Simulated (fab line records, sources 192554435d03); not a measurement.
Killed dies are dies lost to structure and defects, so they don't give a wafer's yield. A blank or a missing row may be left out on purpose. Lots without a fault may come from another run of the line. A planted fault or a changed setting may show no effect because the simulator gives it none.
A struck lot beside a sound one | flow n5_finfet | 37 steps out of a route of 1938
Sound: wafers L643.1, L643.4, L643.6. Struck: wafer L644.4. (L644.2 of the same lot was not struck and is left out.) The cause comes at the end.
At each step with rows: each side's tool, then ch and its chambers, then its first start. Under that, the readings that differ: sound wafers | struck wafers | difference of the means | sigmas: that difference in standard deviations of wafers without a fault.
alike: readings whose means differ by less than 2 such deviations, and words and numbers that are the same on both sides. not compared: withheld readings, readings that some wafer has no value for, bounds like >300 that may hide the same value, and numbers for which the record gives no deviation and whose values overlap.
The two part at a step that has a row with sigmas, a row that says differs or no value, or rows on one side only. Numbers that don't overlap but have no deviation are shown without sigmas and don't part them. A reading that every wafer of one side lacks parts them only if that side has two wafers or more.

first, 8 steps without rows for these wafers: N5_BEOL_M5_ANNEAL_51 (time 90 s); N5_BEOL_M5_CMP_52 (polishes, stops on SiCOH lowk, t overpolish 6.9 s, target thk 62 nm); N5_BEOL_M5_PRE_CLEAN_77 (time 15 s); N5_BEOL_M5_CO_CAP_78 (material Co, precursor CCTBA/H2, target thk 2 nm, time 102.1 s); N5_BEOL_M5_PRE_CLEAN_55 (time 15 s); N5_BEOL_M5_DEP_56 (deposits SiCN from 3MS/NH3, target thk 8 nm, time 14 s); N5_BEOL_M6_ILD_DEP_00 (deposits SiCOH lowk from DEMS/porogen, target thk 179.75 nm, time 33.4 s); N5_BEOL_M6_CURE_74 (cures SiCOH lowk, time 240 s).
N5_BEOL_M6_PECVD_70: deposits SiO2 from TEOS/O2, target thk 20 nm, time 22.7 s.
  sound on pecvd-02 ch 0,1, day 10 23:50; struck on pecvd-03 ch 2, day 11 22:00
  reading                                    | sound          | struck | difference | sigmas
  showerhead_plenum_p_Torr (Torr)            | 8.92 8.92 8.77 | 8.71   | -0.16      | -3
  model.SiO2_of_BEOL_M6_PECVD_70.thk_nm (nm) | 19.6 20 20     | 23.2   | +3.3       |
  alike: heater_power_w, throttle_valve_pct
then, 25 steps without rows for these wafers: N5_BEOL_M6_HM_DEP_02 (deposits TiN, target thk 20 nm); N5_BEOL_M6_COAT_59 (time 60 s, resist thk 100 nm); N5_BEOL_M6_COAT_60 (time 60 s, resist thk 35 nm); N5_BEOL_M6_COAT_05 (resist thk 90 nm); N5_BEOL_M6_EBR_07; N5_BEOL_M6_SOFTBAKE_06 (time 60 s); N5_BEOL_M6_EXPOSE_08 (exposes mask M6); N5_BEOL_M6_PEB_09 (peb time 60 s); N5_BEOL_M6_DEVELOP_10 (develop time 30 s); N5_BEOL_M6_DESCUM_16 (chemistry O2, time 7.9 s); N5_BEOL_M6_ETCH_61 (etches SiARC in CF4, target depth 45.5 nm, time 75.8 s); N5_BEOL_M6_ETCH_62 (etches SOC in N2/H2, target depth 110 nm, overetch 22 nm, time 165 s); N5_BEOL_M6_STRIP_68 (strips in N2/H2); N5_BEOL_M6_STRIP_67 (strips in CF4); N5_BEOL_M6_HM_OPEN_17 (chemistry Cl2/BCl3, target TiN, target depth 20 nm, overetch 6 nm); N5_BEOL_M6_STRIP_19 (strips in O2); N5_BEOL_M6_COAT_63 (time 60 s, resist thk 60 nm); N5_BEOL_M6_COAT_64 (time 60 s, resist thk 12 nm); N5_BEOL_M6_COAT_71 (time 60 s, resist thk 5 nm); N5_BEOL_M6_COAT_22 (resist thk 30 nm); N5_BEOL_M6_EBR_24; N5_BEOL_M6_SOFTBAKE_23 (time 60 s); N5_BEOL_M6_EXPOSE_25 (exposes mask V5, target cd 40 nm); N5_BEOL_M6_PEB_26 (peb time 60 s); N5_BEOL_M6_DEVELOP_27 (develop time 30 s).
N5_BEOL_M6_HM_STRIP_39: strips TiN in peroxide tin strip, target depth 25 nm, time 158 s.
  sound on wet_bench-04 ch 3,4,6, day 11 04:56; struck on wet_bench-04 ch 6, day 12 02:44
  reading                                    | sound          | struck | difference | sigmas
  model.SiO2_of_BEOL_M6_PECVD_70.thk_nm (nm) | 19.6 19.8 19.8 | 23.2   | +3.5       |
  alike: temp_c
N5_BEOL_M6_CMP_52: polishes, stops on SiCOH lowk, t overpolish 6.9 s, target thk 80 nm.
  sound on cmp-02 ch 2,3, day 11 07:13; struck on cmp-02 ch 0, day 12 05:41
  reading                      | sound          | struck | difference | sigmas
  barrier_field_endpoint_s (s) | 28.0 29.1 28.3 | 32.1   | +3.6       | +5
  alike: motor_current_A, slurry_filter_dp_kPa
  not compared: pad_life_wafers
-- the record jumps here: 4 days lie between the struck wafers' starts before and after (it left off in module BEOL_M6 and takes up again in module PASSIVATION, whose first step shown is number 1936 of the route) --
N5_PASSIVATION_PROBE_49:
  sound on prober-01, day 14 23:10; struck on prober-02, day 15 21:23
  reading      | sound    | struck | difference | sigmas
  killed_short | 41 20 36 | 51     | +19        | +2
  alike: defect_limited_yield, killed_at_M0_to_M3, killed_at_M4_up, killed_at_contacts, killed_at_front_end, killed_at_other, killed_dies, killed_on_rim, killed_open, sort_bin_5_function, sort_bin_6_memory, sort_n_pass, sort_yield_pct

WHERE THEY PART
First at N5_BEOL_M6_PECVD_70; last, within this record, at N5_PASSIVATION_PROBE_49.

WHY: what the simulator had put in
Process parameter drift: pecvd-03, from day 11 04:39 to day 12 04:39, at N5_BEOL_M6_PECVD_70. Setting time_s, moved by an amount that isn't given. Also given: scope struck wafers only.
